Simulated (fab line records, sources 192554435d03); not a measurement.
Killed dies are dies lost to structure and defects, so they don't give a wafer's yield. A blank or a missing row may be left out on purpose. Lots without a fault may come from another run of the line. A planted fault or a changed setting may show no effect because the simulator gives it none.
One fault seen from 2 desks | flow n5_finfet | each desk has only its own numbers; what lay behind them comes last

THE TOOL OWNER'S DESK: rie_diel-02
The tool's own readings at N5_BEOL_M1_VIA_ETCH_34 (etches the open film in C4F6/O2, target depth 67.8 nm, time 64.4 s): means of the sampled wafers that have a number, for each lot that ran on this tool. A lot is out of limits, marked OUT, if its mean lies more than 4 standard deviations from the usual mean; the brackets give that distance.
Columns: A = drypump_motor_current_A at N5_BEOL_M1_VIA_ETCH_34, usual 5.8 A; B = oes_product_au at N5_BEOL_M1_VIA_ETCH_34, usual 0.79 a.u.; C = rf_vpp_V at N5_BEOL_M1_VIA_ETCH_34, usual 671 V; D = showerhead_plenum_p_Torr at N5_BEOL_M1_VIA_ETCH_34, usual 2.83 Torr; E = throttle_valve_pct at N5_BEOL_M1_VIA_ETCH_34, usual 30.58 %
lot  | first seen here | A   | B    | C   | D    | E
L488 | day 8 15:04     | 5.9 | 0.76 | 675 | 2.79 | 30.64
L490 | day 8 23:04     | 6.1 | 0.67 | 668 | 2.79 | 30.66
This desk's finding: nothing out of limits on any of the 2 lots.

THE METROLOGY DESK
What the gauges read, lot by lot, whatever tool the lot ran on: means of the sampled wafers that have a number. A lot is out of limits, marked OUT, if its mean lies more than 4 standard deviations from the usual mean; the brackets give that distance. Of its 11 readings 7 are shown: those that lie furthest out on some lot.
Columns: A = V0_OVL at N5_BEOL_M1_OVL_MEAS_29, usual 0.0 nm; B = IOFF_P at N5_BEOL_M4_RC_MEAS_101, usual 0.21 nA/um; C = ION_N at N5_BEOL_M4_RC_MEAS_101, usual 675 uA/um; D = ION_P at N5_BEOL_M4_RC_MEAS_101, usual 463 uA/um; E = SS_N at N5_BEOL_M4_RC_MEAS_101, usual 71.5 mV/dec; F = VT_N at N5_BEOL_M4_RC_MEAS_101, usual 250 mV; G = VT_P at N5_BEOL_M4_RC_MEAS_101, usual -251 mV
lot  | first seen here | A    | B    | C   | D   | E    | F   | G
L482 | day 7 00:25     | 0.3  | 0.17 | 664 | 449 | 71.8 | 250 | -254
L484 | day 7 10:02     | -0.2 | 0.20 | 676 | 461 | 71.9 | 249 | -251
L486 | day 7 21:59     | -0.1 | 0.19 | 676 | 467 | 71.0 | 251 | -249
L488 | day 8 08:20     | 0.9  | 0.17 | 657 | 450 | 71.3 | 256 | -256
L490 | day 8 20:55     | -0.4 | 0.21 | 656 | 460 | 70.8 | 252 | -248
L495 | day 9 23:29     | 0.4  | 0.23 | 691 | 475 | 71.2 | 247 | -248
L499 | day 10 22:11    | 0.2  | 0.21 | 679 | 464 | 71.7 | 250 | -252
L500 | day 11 02:40    | -0.1 | 0.22 | 668 | 464 | 70.9 | 252 | -248
L501 | day 11 14:29    | -0.0 | 0.23 | 683 | 465 | 72.1 | 245 | -251
This desk's finding: nothing out of limits on any of the 9 lots.

PUT TOGETHER
The tool owner's desk saw nothing out of limits.
The metrology desk saw nothing out of limits.

WHAT THE SIMULATOR HAD PUT IN
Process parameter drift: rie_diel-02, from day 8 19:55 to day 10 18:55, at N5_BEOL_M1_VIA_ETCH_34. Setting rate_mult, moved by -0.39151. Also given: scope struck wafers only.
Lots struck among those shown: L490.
